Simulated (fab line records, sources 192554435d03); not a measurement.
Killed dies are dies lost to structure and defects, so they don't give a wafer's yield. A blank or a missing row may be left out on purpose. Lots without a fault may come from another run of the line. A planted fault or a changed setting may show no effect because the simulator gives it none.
Which tool did it? | flow n5_finfet | 24 lots, 72 wafers sampled, at 6 steps of a route of 1938

WHAT THE GAUGES READ, wafer by wafer
N5_BEOL_M12_INSPECT_30: inspects for defects (macro).
lot  | measured     | on                | raw_defect_count
L075 | day 11 11:59 | defect_inspect-01 | 2 1 6
L074 | day 11 19:10 | defect_inspect-01 | 2 0 1
L076 | day 12 02:52 | defect_inspect-01 | 1 3 1
L080 | day 12 15:12 | defect_inspect-02 | 4 2 4
L078 | day 12 19:11 | defect_inspect-02 | 3 2 6
L077 | day 12 20:42 | defect_inspect-02 | 4 2 1
L079 | day 13 04:04 | defect_inspect-01 | 3 1 3
L081 | day 13 20:47 | defect_inspect-02 | 2 1 4
L082 | day 13 22:05 | defect_inspect-01 | 1 2 1
L083 | day 14 13:06 | defect_inspect-02 | 2 1 1
L084 | day 14 15:25 | defect_inspect-01 | 2 1 2
L086 | day 15 08:45 | defect_inspect-02 | 4 2 7
L085 | day 15 08:53 | defect_inspect-01 | 3 2 5
L088 | day 15 16:17 | defect_inspect-01 | 3 1 3
L089 | day 16 00:01 | defect_inspect-02 | 2 0 2
L087 | day 16 02:47 | defect_inspect-01 | 1 1 0
L093 | day 16 05:35 | defect_inspect-02 | 4 2 2
L091 | day 16 13:53 | defect_inspect-01 | 4 4 3
L090 | day 16 18:12 | defect_inspect-02 | 1 3 0
L092 | day 17 00:53 | defect_inspect-01 | 4 4 3
L094 | day 17 01:11 | defect_inspect-02 | 2 3 4
L095 | day 17 01:39 | defect_inspect-02 | 1 1 0
L096 | day 18 02:43 | defect_inspect-02 | 4 3 4
L097 | day 18 21:55 | defect_inspect-01 | 2 1 1

N5_BEOL_M13_OCD_MEAS_35.
lot  | measured     | on     | trench_depth_nm (nm)
L075 | day 11 18:07 | ocd-01 | 418 407 406
L074 | day 12 01:21 | ocd-02 | 406 413 404
L076 | day 12 08:08 | ocd-01 | 417 407 413
L080 | day 12 22:06 | ocd-02 | 407 416 423
L078 | day 13 01:23 | ocd-02 | 408 426 402
L077 | day 13 03:48 | ocd-02 | 406 418 414
L079 | day 13 11:17 | ocd-02 | 406 418 404
L081 | day 14 06:14 | ocd-02 | 409 425 421
L082 | day 14 07:28 | ocd-02 | 407 410 414
L083 | day 14 17:46 | ocd-02 | 408 398 408
L084 | day 14 22:38 | ocd-02 | 404 404 412
L086 | day 15 14:15 | ocd-02 | 414 409 402
L085 | day 15 14:34 | ocd-02 | 407 400 412
L088 | day 16 00:17 | ocd-01 | 408 414 414
L089 | day 16 05:58 | ocd-01 | 412 426 414
L087 | day 16 08:31 | ocd-01 | 423 401 423
L093 | day 16 15:04 | ocd-01 | 417 416 415
L091 | day 16 18:41 | ocd-02 | 412 411 413
L090 | day 17 03:17 | ocd-02 | 406 404 420
L092 | day 17 11:40 | ocd-01 | 401 401 418
L094 | day 17 12:43 | ocd-02 | 414 417 415
L095 | day 17 13:07 | ocd-01 | 417 411 413
L096 | day 18 09:43 | ocd-01 | 410 407 412
L097 | day 19 02:55 | ocd-01 | 418 414 417

N5_BEOL_M13_INSPECT_55: inspects for defects (darkfield).
lot  | measured     | on                | raw_defect_count
L075 | day 11 20:38 | defect_inspect-01 | 53 90 62
L074 | day 12 05:26 | defect_inspect-02 | 64 67 74
L076 | day 12 13:50 | defect_inspect-01 | 75 99 67
L080 | day 13 00:25 | defect_inspect-01 | 77 68 67
L078 | day 13 07:55 | defect_inspect-02 | 64 44 66
L077 | day 13 08:11 | defect_inspect-01 | 53 49 93
L079 | day 13 17:53 | defect_inspect-02 | 89 97 88
L081 | day 14 08:45 | defect_inspect-01 | 57 39 66
L082 | day 14 12:29 | defect_inspect-02 | 72 80 86
L083 | day 14 21:55 | defect_inspect-02 | 65 68 53
L084 | day 15 01:41 | defect_inspect-01 | 80 81 104
L086 | day 15 15:50 | defect_inspect-01 | 70 97 100
L085 | day 15 21:19 | defect_inspect-01 | 113 93 210
L088 | day 16 03:14 | defect_inspect-02 | 60 49 67
L089 | day 16 13:17 | defect_inspect-01 | 81 100 86
L087 | day 16 14:19 | defect_inspect-01 | 125 55 122
L093 | day 16 16:52 | defect_inspect-01 | 90 102 67
L091 | day 16 21:40 | defect_inspect-01 | 41 60 47
L090 | day 17 09:58 | defect_inspect-02 | 36 65 90
L092 | day 17 13:47 | defect_inspect-02 | 60 54 34
L094 | day 17 16:49 | defect_inspect-01 | 95 92 84
L095 | day 17 17:29 | defect_inspect-02 | 39 51 55
L096 | day 18 12:22 | defect_inspect-02 | 90 56 63
L097 | day 19 05:22 | defect_inspect-02 | 91 65 68

N5_BEOL_M14_INSPECT_12: inspects for defects (macro).
lot  | measured     | on                | raw_defect_count
L075 | day 11 21:20 | defect_inspect-01 | 2 1 0
L074 | day 12 06:08 | defect_inspect-01 | 0 3 0
L076 | day 12 14:25 | defect_inspect-02 | 1 1 1
L080 | day 13 01:13 | defect_inspect-01 | 1 1 1
L078 | day 13 08:30 | defect_inspect-02 | 3 2 0
L077 | day 13 08:46 | defect_inspect-02 | 2 1 0
L079 | day 13 18:28 | defect_inspect-02 | 2 2 0
L081 | day 14 09:28 | defect_inspect-02 | 3 0 2
L082 | day 14 13:12 | defect_inspect-01 | 4 1 7
L083 | day 14 22:38 | defect_inspect-01 | 2 4 2
L084 | day 15 02:16 | defect_inspect-01 | 1 6 0
L086 | day 15 16:25 | defect_inspect-01 | 2 3 0
L085 | day 15 21:54 | defect_inspect-01 | 6 5 2
L088 | day 16 03:50 | defect_inspect-01 | 3 2 1
L089 | day 16 13:53 | defect_inspect-02 | 3 2 1
L087 | day 16 14:55 | defect_inspect-01 | 4 1 2
L093 | day 16 17:35 | defect_inspect-02 | 6 1 0
L091 | day 16 22:16 | defect_inspect-02 | 1 0 5
L090 | day 17 10:37 | defect_inspect-01 | 2 2 3
L092 | day 17 14:27 | defect_inspect-01 | 3 1 0
L094 | day 17 17:25 | defect_inspect-01 | 2 3 2
L095 | day 17 18:05 | defect_inspect-02 | 4 1 2
L096 | day 18 12:57 | defect_inspect-02 | 1 4 1
L097 | day 19 06:04 | defect_inspect-02 | 0 2 3

WHICH TOOL RAN EACH LOT (tool, then ch and the chambers of the sampled wafers, then the start)
lot  | N5_BEOL_M12_SPUTTER_44       | N5_BEOL_M14_ILD_DEP_00
L075 | pvd_sputter-03, day 11 14:47 | pecvd-01 ch 0,1,2, day 11 20:40
L074 | pvd_sputter-02, day 11 22:01 | pecvd-01 ch 0,1,2, day 12 05:28
L076 | pvd_sputter-01, day 12 04:47 | pecvd-01 ch 0,1,2, day 12 13:52
L080 | pvd_sputter-03, day 12 18:35 | pecvd-03 ch 0,2, day 13 00:28
L078 | pvd_sputter-03, day 12 22:04 | pecvd-03 ch 0,1,2, day 13 07:57
L077 | pvd_sputter-03, day 13 00:29 | pecvd-01 ch 0,1,2, day 13 08:13
L079 | pvd_sputter-01, day 13 07:19 | pecvd-01 ch 1,2, day 13 17:55
L081 | pvd_sputter-01, day 14 02:40 | pecvd-02 ch 1,2, day 14 08:47
L082 | pvd_sputter-03, day 14 03:27 | pecvd-03 ch 0,1,2, day 14 12:32
L083 | pvd_sputter-01, day 14 14:35 | pecvd-02 ch 0,2, day 14 21:57
L084 | pvd_sputter-01, day 14 18:42 | pecvd-02 ch 1,2, day 15 01:43
L086 | pvd_sputter-01, day 15 10:55 | pecvd-01 ch 0,2, day 15 15:52
L085 | pvd_sputter-01, day 15 11:21 | pecvd-03 ch 0,1,2, day 15 21:21
L088 | pvd_sputter-01, day 15 20:44 | pecvd-03 ch 0,2, day 16 03:17
L089 | pvd_sputter-02, day 16 02:09 | pecvd-02 ch 0,2, day 16 13:20
L087 | pvd_sputter-01, day 16 05:16 | pecvd-01 ch 1,2, day 16 14:22
L093 | pvd_sputter-03, day 16 11:45 | pecvd-01 ch 0,1,2, day 16 16:54
L091 | pvd_sputter-01, day 16 15:31 | pecvd-02 ch 0,2, day 16 21:43
L090 | pvd_sputter-02, day 16 23:55 | pecvd-02 ch 0,2, day 17 10:04
L092 | pvd_sputter-02, day 17 07:45 | pecvd-02 ch 0,2, day 17 13:54
L094 | pvd_sputter-03, day 17 08:09 | pecvd-03 ch 0,1,2, day 17 16:52
L095 | pvd_sputter-01, day 17 09:03 | pecvd-03 ch 1,2, day 17 17:32
L096 | pvd_sputter-02, day 18 06:32 | pecvd-03 ch 0,1,2, day 18 12:24
L097 | pvd_sputter-01, day 18 23:23 | pecvd-03 ch 0,1, day 19 05:24
- N5_BEOL_M12_SPUTTER_44: material Ta, target thk 10 nm, time 16.13 s.
- N5_BEOL_M14_ILD_DEP_00: deposits SiO2 from TEOS/O2, target thk 1119.3 nm, time 237.4 s.

WHAT THE TOOLS THEMSELVES READ (means of the sampled wafers that have a number; where no wafer has one, the mark that the record gives instead)
N5_BEOL_M12_SPUTTER_44.
lot  | tool           | bias_v (V) | throttle_valve_pct (%)
L075 | pvd_sputter-03 | 79.8       | 29.6
L074 | pvd_sputter-02 | 80.3       | 29.0
L076 | pvd_sputter-01 | 79.4       | 31.4
L080 | pvd_sputter-03 | 80.3       | 29.7
L078 | pvd_sputter-03 | 80.0       | 30.4
L077 | pvd_sputter-03 | 79.1       | 29.3
L079 | pvd_sputter-01 | 79.7       | 32.5
L081 | pvd_sputter-01 | 79.6       | 30.5
L082 | pvd_sputter-03 | 79.9       | 29.8
L083 | pvd_sputter-01 | 80.1       | 31.4
L084 | pvd_sputter-01 | 80.3       | 30.5
L086 | pvd_sputter-01 | 79.7       | 31.5
L085 | pvd_sputter-01 | 80.5       | 31.4
L088 | pvd_sputter-01 | 80.8       | 31.8
L089 | pvd_sputter-02 | 79.7       | 29.9
L087 | pvd_sputter-01 | 80.1       | 31.7
L093 | pvd_sputter-03 | 80.0       | 29.6
L091 | pvd_sputter-01 | 79.9       | 31.4
L090 | pvd_sputter-02 | 79.9       | 30.9
L092 | pvd_sputter-02 | 80.3       | 29.8
L094 | pvd_sputter-03 | 79.4       | 29.4
L095 | pvd_sputter-01 | 79.1       | 30.4
L096 | pvd_sputter-02 | 79.5       | 29.7
L097 | pvd_sputter-01 | 79.9       | 30.6

N5_BEOL_M14_ILD_DEP_00.
lot  | tool     | heater_power_w (W) | showerhead_plenum_p_Torr (Torr) | throttle_valve_pct (%)
L075 | pecvd-01 | 504                | 8.35                            | 18.0
L074 | pecvd-01 | 564                | 8.34                            | 18.1
L076 | pecvd-01 | 538                | 8.34                            | 18.0
L080 | pecvd-03 | 543                | 8.26                            | 18.3
L078 | pecvd-03 | 574                | 8.30                            | 18.3
L077 | pecvd-01 | 539                | 8.34                            | 18.0
L079 | pecvd-01 | 532                | 8.31                            | 18.8
L081 | pecvd-02 | 546                | 8.36                            | 18.0
L082 | pecvd-03 | 605                | 8.30                            | 18.3
L083 | pecvd-02 | 588                | 8.36                            | 18.3
L084 | pecvd-02 | 578                | 8.37                            | 18.2
L086 | pecvd-01 | 577                | 8.38                            | 17.4
L085 | pecvd-03 | 597                | 8.29                            | 18.5
L088 | pecvd-03 | 550                | 8.29                            | 18.1
L089 | pecvd-02 | 646                | 8.36                            | 18.3
L087 | pecvd-01 | 475                | 8.32                            | 19.0
L093 | pecvd-01 | 494                | 8.35                            | 18.2
L091 | pecvd-02 | 604                | 8.34                            | 18.6
L090 | pecvd-02 | 639                | 8.37                            | 18.3
L092 | pecvd-02 | 617                | 8.36                            | 18.6
L094 | pecvd-03 | 590                | 8.31                            | 18.4
L095 | pecvd-03 | 675                | 8.27                            | 18.3
L096 | pecvd-03 | 534                | 8.31                            | 18.5
L097 | pecvd-03 | 620                | 8.33                            | 18.3

THE ANSWER, worked out from the rows above alone
Rule: what is usual is taken from the lots themselves. Put in order of their means at a reading, lots are off if they are a third of the lots or fewer, leave a main group of 4 or more, and stand apart from it by a gap of 3 or more times the standard deviation of the main group's means; of several such gaps the widest counts. A main group whose means are all the same, to the digits that the tables above print for the reading, isn't used. A lot without any number at a reading at which 4 lots or more have one is off too. The other lots that the step has rows for count as sound. The gauges are gone through in route order, then the tools' own readings, and for those a lot's mean is taken as printed above. The first step at which some lot is off is used, and at that step the reading that is off furthest; a lot without a number counts as furthest.
No lot is off at any reading shown: from this, nothing can be told.

WHAT THE SIMULATOR HAD PUT IN
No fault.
